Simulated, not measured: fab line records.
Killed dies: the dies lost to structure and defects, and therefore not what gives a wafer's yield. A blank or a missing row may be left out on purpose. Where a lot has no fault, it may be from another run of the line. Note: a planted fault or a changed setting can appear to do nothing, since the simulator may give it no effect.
Chamber matching | flow n5_finfet | 4 sister chambers for N5_FIN_SAQP_STRIP_55 on rie_diel-05
The step strips in N2/H2. 4 wafers are shown with their chamber, then 7 later ones without.

## EACH WAFER AND ITS CHAMBER
wafer  | chamber | showerhead_plenum_p_Torr (Torr)
L084.2 | 1       | 3.27
L084.3 | 3       | 3.23
L085.1 | 2       | 3.40
L085.3 | 0       | 3.33

## WAFERS WITH NO CHAMBER GIVEN
wafer  | showerhead_plenum_p_Torr (Torr)
L085.6 | 3.33
L091.4 | 3.26
L091.5 | 3.22
L091.6 | 3.40
L092.2 | 3.40
L092.3 | 3.22
L092.5 | 3.22

## CHAMBER TAKEN BY EACH
wafer  | from the rows above | in truth
L085.6 | 0                   | 0
L091.4 | 1                   | 1
L091.5 | 3                   | 3
L091.6 | 2                   | 2
L092.2 | 2                   | 2
L092.3 | 3                   | 3
L092.5 | 3                   | 3
7 of 7 placed correctly. Can't be placed from these rows: 0. Wrongly placed: 0.
How it was worked out, from the rows above alone: a wafer's distance from a chamber is the root of the sum, over the readings, of the square of ((its reading less the chamber's mean) divided by the reading's scatter). The wafer belongs to the nearest chamber; if the next one is less than 2 further off, it can't be placed. Each chamber's mean is taken over the wafers shown for it. The scatter (one wafer shown for each chamber): square how far every hidden wafer sits from the nearest shown wafer, average those squares and take the square root.
